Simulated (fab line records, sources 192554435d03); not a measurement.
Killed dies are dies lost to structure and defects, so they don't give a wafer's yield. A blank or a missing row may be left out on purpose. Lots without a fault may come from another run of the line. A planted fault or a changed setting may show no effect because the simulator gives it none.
Which tool did it? | flow n5_finfet | 13 lots, 39 wafers sampled, at 4 steps of a route of 1938

WHAT THE GAUGES READ, wafer by wafer
N5_PASSIVATION_CD_MEAS_30: target cd 4000 nm. Usual: cd_nm 3999.2 nm, standard deviation 1.5.
lot  | measured     | on        | cd_nm (nm)           | flag
L607 | day 12 18:49 | cd_sem-03 | 3996.5 3995.5 3997.5 |
L608 | day 12 19:41 | cd_sem-01 | 3999.7 3997.6 4000.5 |
L613 | day 14 06:36 | cd_sem-02 | 3998.4 3999.9 3999.8 |
L615 | day 14 11:13 | cd_sem-02 | 4000.7 3999.6 4001.5 |
L622 | day 16 06:23 | cd_sem-01 | 3998.8 4000.2 3999.9 |
L624 | day 16 11:01 | cd_sem-01 | 4001.6 4001.7 4000.0 |
L623 | day 16 11:28 | cd_sem-01 | 3997.3 3998.0 3997.6 |
L625 | day 17 06:56 | cd_sem-02 | 3999.3 4003.2 3998.2 |
L628 | day 17 08:10 | cd_sem-03 | 3996.4 4000.0 3999.3 |
L627 | day 17 15:50 | cd_sem-03 | 4003.4 3998.3 4003.6 |
L626 | day 18 04:50 | cd_sem-03 | 3999.2 3999.6 3999.8 |
L629 | day 18 09:44 | cd_sem-03 | 3998.3 4000.7 3999.7 |
L630 | day 19 01:35 | cd_sem-03 | 3996.8 3997.6 3997.7 |

N5_PASSIVATION_OVL_MEAS_63. Usual: PAD_OVL -3 nm, standard deviation 4.6.
lot  | measured     | on         | PAD_OVL (nm) | flag
L607 | day 12 18:51 | overlay-01 | -2 -1 1      |
L608 | day 12 19:43 | overlay-01 | 4 2 1        |
L613 | day 14 06:38 | overlay-02 | -3 1 -4      |
L615 | day 14 11:15 | overlay-02 | -7 -9 3      |
L622 | day 16 06:25 | overlay-02 | -3 1 -1      |
L624 | day 16 11:02 | overlay-02 | 7 6 4        |
L623 | day 16 11:29 | overlay-02 | -7 -7 -10    |
L625 | day 17 06:59 | overlay-01 | -2 1 -3      |
L628 | day 17 08:11 | overlay-01 | 3 -6 0       |
L627 | day 17 15:52 | overlay-02 | -8 -9 -8     |
L626 | day 18 04:52 | overlay-02 | -9 -4 -10    |
L629 | day 18 09:46 | overlay-02 | 0 4 2        |
L630 | day 19 01:37 | overlay-01 | 0 0 -3       |

WHICH TOOL RAN EACH LOT (tool, then ch and the chambers of the sampled wafers, then the start)
lot  | N5_BEOL_M3_CVD_47                | N5_PASSIVATION_PRE_CLEAN_19
L607 | cvd_co-02 ch 0,1, day 7 06:20    | pvd_sputter-03, day 12 18:12
L608 | cvd_co-01 ch 0,1,2, day 7 13:29  | pvd_sputter-03, day 12 18:58
L613 | cvd_co-02 ch 0,1, day 9 05:27    | pvd_sputter-02, day 14 05:59
L615 | cvd_co-02 ch 1,2, day 9 09:20    | pvd_sputter-03, day 14 10:37
L622 | cvd_co-01 ch 1,2, day 11 09:29   | pvd_sputter-03, day 16 05:46
L624 | cvd_co-02 ch 1,2, day 11 18:01   | pvd_sputter-03, day 16 10:16
L623 | cvd_co-02 ch 0,2, day 11 22:58   | pvd_sputter-01, day 16 10:43
L625 | cvd_co-01 ch 0,1,2, day 12 03:08 | pvd_sputter-02, day 17 06:20
L628 | cvd_co-01 ch 0,1, day 12 14:38   | pvd_sputter-01, day 17 07:32
L627 | cvd_co-01 ch 0,2, day 12 23:37   | pvd_sputter-03, day 17 15:06
L626 | cvd_co-02 ch 0,1,2, day 13 07:38 | pvd_sputter-01, day 18 04:06
L629 | cvd_co-01 ch 1,2, day 13 16:51   | pvd_sputter-03, day 18 09:07
L630 | cvd_co-02 ch 0,1, day 14 02:23   | pvd_sputter-01, day 19 00:51
- N5_BEOL_M3_CVD_47: deposits Co from CCTBA/H2, target thk 3 nm, time 223.8 s.
- N5_PASSIVATION_PRE_CLEAN_19

WHAT THE TOOLS THEMSELVES READ (means of the sampled wafers that have a number; where no wafer has one, the mark that the record gives instead)
N5_PASSIVATION_PRE_CLEAN_19. Usual: heater_power_w 441 W, standard deviation 46.
lot  | tool           | heater_power_w (W) | flag
L607 | pvd_sputter-03 | 421                |
L608 | pvd_sputter-03 | 414                |
L613 | pvd_sputter-02 | 455                |
L615 | pvd_sputter-03 | 392                |
L622 | pvd_sputter-03 | 437                |
L624 | pvd_sputter-03 | 421                |
L623 | pvd_sputter-01 | 429                |
L625 | pvd_sputter-02 | 513                |
L628 | pvd_sputter-01 | 459                |
L627 | pvd_sputter-03 | 445                |
L626 | pvd_sputter-01 | 456                |
L629 | pvd_sputter-03 | 426                |
L630 | pvd_sputter-01 | 401                |

THE ANSWER, worked out from the rows above alone
Rule: a lot is off if the mean of its wafers that have a number lies more than 3 standard deviations from the usual mean. A lot without any number at a reading at which 4 lots or more have one is off too. The other lots that the step has rows for count as sound. The gauges are gone through in route order, then the tools' own readings, and for those a lot's mean is taken as printed above. The first step at which some lot is off is used, and at that step the reading that is off furthest; a lot without a number counts as furthest.
No lot is off at any reading shown: from this, nothing can be told.

WHAT THE SIMULATOR HAD PUT IN
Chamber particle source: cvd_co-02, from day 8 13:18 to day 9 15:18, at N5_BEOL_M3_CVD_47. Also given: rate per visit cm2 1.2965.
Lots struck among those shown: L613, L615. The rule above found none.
